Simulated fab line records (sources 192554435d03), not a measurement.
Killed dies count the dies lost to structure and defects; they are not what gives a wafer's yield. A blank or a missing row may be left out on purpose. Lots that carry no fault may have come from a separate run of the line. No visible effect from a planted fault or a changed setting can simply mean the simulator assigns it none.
Matching of chambers | flow n5_finfet | 4 sister chambers for N5_BEOL_M6_ETCH_62 on rie_diel-01
The step etches SOC in N2/H2, target depth 110 nm, overetch 22 nm, time 165 s. 18 wafers are shown with their chamber, then 9 later ones without.

WAFERS PAIRED WITH THEIR CHAMBERS
wafer  | chamber | showerhead_plenum_p_Torr (Torr) | throttle_valve_pct (%) | drypump_motor_current_A (A)
L074.1 | 0       | 2.61                            | 18.0                   | 6.4
L074.3 | 3       | 2.46                            | 17.2                   | 5.9
L074.6 | 2       | 2.43                            | 18.3                   | 6.6
L075.2 | 1       | 2.48                            | 17.8                   | 5.8
L075.4 | 2       | 2.43                            | 18.3                   | 6.5
L075.6 | 2       | 2.43                            | 18.3                   | 6.6
L080.1 | 1       | 2.47                            | 17.8                   | 5.8
L080.4 | 0       | 2.60                            | 18.1                   | 6.4
L080.6 | 0       | 2.60                            | 18.1                   | 6.4
L082.3 | 0       | 2.60                            | 18.1                   | 6.4
L082.4 | 2       | 2.42                            | 18.4                   | 6.5
L082.6 | 3       | 2.45                            | 17.3                   | 5.9
L084.1 | 3       | 2.45                            | 17.3                   | 6.0
L084.4 | 1       | 2.47                            | 17.8                   | 5.7
L084.6 | 2       | 2.42                            | 18.4                   | 6.6
L085.2 | 3       | 2.44                            | 17.3                   | 5.9
L085.3 | 1       | 2.47                            | 17.8                   | 5.8
L085.4 | 0       | 2.60                            | 18.1                   | 6.4

SIGNATURES, as means of the wafers listed above
reading                  | chamber 0 | chamber 1 | chamber 2 | chamber 3 | scatter within a chamber
showerhead_plenum_p_Torr | 2.6020    | 2.4725    | 2.4260    | 2.4500    | 0.00582
throttle_valve_pct       | 18.080    | 17.800    | 18.340    | 17.275    | 0.0443
drypump_motor_current_A  | 6.400     | 5.775     | 6.560     | 5.925     | 0.0439
Rule: for each reading, subtract the chamber's mean from the wafer's reading, divide by that reading's scatter and square the result; add these up over the readings and take the root, which gives the wafer's distance from the chamber. If the next closest chamber is less than 2 further off than the closest, the wafer can't be placed; otherwise it belongs to the closest. The scatter: the root of (the sum of the squares of (reading less its chamber's mean) over the shown wafers, divided by (wafers less chambers)).

WAFERS WITH NO CHAMBER GIVEN
wafer  | showerhead_plenum_p_Torr (Torr) | throttle_valve_pct (%) | drypump_motor_current_A (A)
L088.1 | 2.59                            | 18.1                   | 6.4
L088.3 | 2.47                            | 17.9                   | 5.8
L088.6 | 2.44                            | 17.3                   | 6.0
L094.1 | 2.46                            | 17.9                   | 5.8
L094.2 | 2.44                            | 17.3                   | 5.9
L094.5 | 2.41                            | 18.4                   | 6.6
L095.2 | 2.59                            | 17.7                   | 6.4
L095.5 | 2.41                            | 18.4                   | 6.6
L095.6 | 2.43                            | 17.3                   | 5.9

WHICH CHAMBER EACH ONE RAN IN
wafer  | from the rows above | in truth
L088.1 | 0                   | 0
L088.3 | 1                   | 1
L088.6 | 3                   | 3
L094.1 | 1                   | 1
L094.2 | 3                   | 3
L094.5 | 2                   | 2
L095.2 | 0                   | 0
L095.5 | 2                   | 2
L095.6 | 3                   | 3
Placed correctly: 9 of 9. Not placeable from these rows: 0. 0 placed wrongly.
